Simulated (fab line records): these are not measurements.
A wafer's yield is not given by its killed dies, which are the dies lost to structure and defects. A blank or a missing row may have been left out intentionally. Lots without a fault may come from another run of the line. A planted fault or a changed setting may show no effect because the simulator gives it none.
2 desks looking at one fault | flow nandHarc | every desk sees just its own numbers, and what lay behind them comes last

FOR THE TOOL OWNER'S DESK: pvdSputter-02
The tool's own readings at NHARC_A_M1_PVD_21 (deposits Cu, target thk 30 nm, time 20.49 s): means of the sampled wafers that have a number, for each lot that ran on this tool. If a lot's mean is further than 4 standard deviations from the usual mean, the lot is out of limits and carries the mark OUT (the distance appears in the brackets).
Columns: A = throttleValvePct at NHARC_A_M1_PVD_21, usual 30.2 %
lot  | first seen here | A
L734 | day 19 00:43    | 31.2
L738 | day 19 19:20    | 30.6
L740 | day 20 01:27    | 31.4
L744 | day 20 18:46    | 30.1
L745 | day 21 05:07    | 29.4
This desk found nothing out of limits on any of the 5 lots.

AT THE METROLOGY DESK
Means of the sampled wafers that have a number, per lot and without regard to the tool the lot ran on: this is what the gauges read. If a lot's mean is further than 4 standard deviations from the usual mean, the lot is out of limits and carries the mark OUT (the distance appears in the brackets).
Columns: A = thkNm at NHARC_THIN_TSV_THK_MEAS_02, usual 2981 nm
lot  | first seen here | A
L733 | day 18 22:32    | 3050
L735 | day 18 23:44    | 3091
L734 | day 19 16:46    | 3185
L738 | day 20 17:02    | 3195
L740 | day 20 20:37    | 3016
L744 | day 21 12:48    | 2962
L746 | day 21 21:12    | 2956
L745 | day 21 22:24    | 2900
L748 | day 22 13:58    | 2667
L749 | day 22 18:20    | 3000
L754 | day 24 00:23    | 3203
L753 | day 24 01:35    | 2919
This desk found nothing out of limits on any of the 12 lots.

TAKEN TOGETHER
The tool owner's desk saw nothing out of limits.
Metrology desk: nothing out of limits seen.

WHAT HAD BEEN PUT IN BY THE SIMULATOR
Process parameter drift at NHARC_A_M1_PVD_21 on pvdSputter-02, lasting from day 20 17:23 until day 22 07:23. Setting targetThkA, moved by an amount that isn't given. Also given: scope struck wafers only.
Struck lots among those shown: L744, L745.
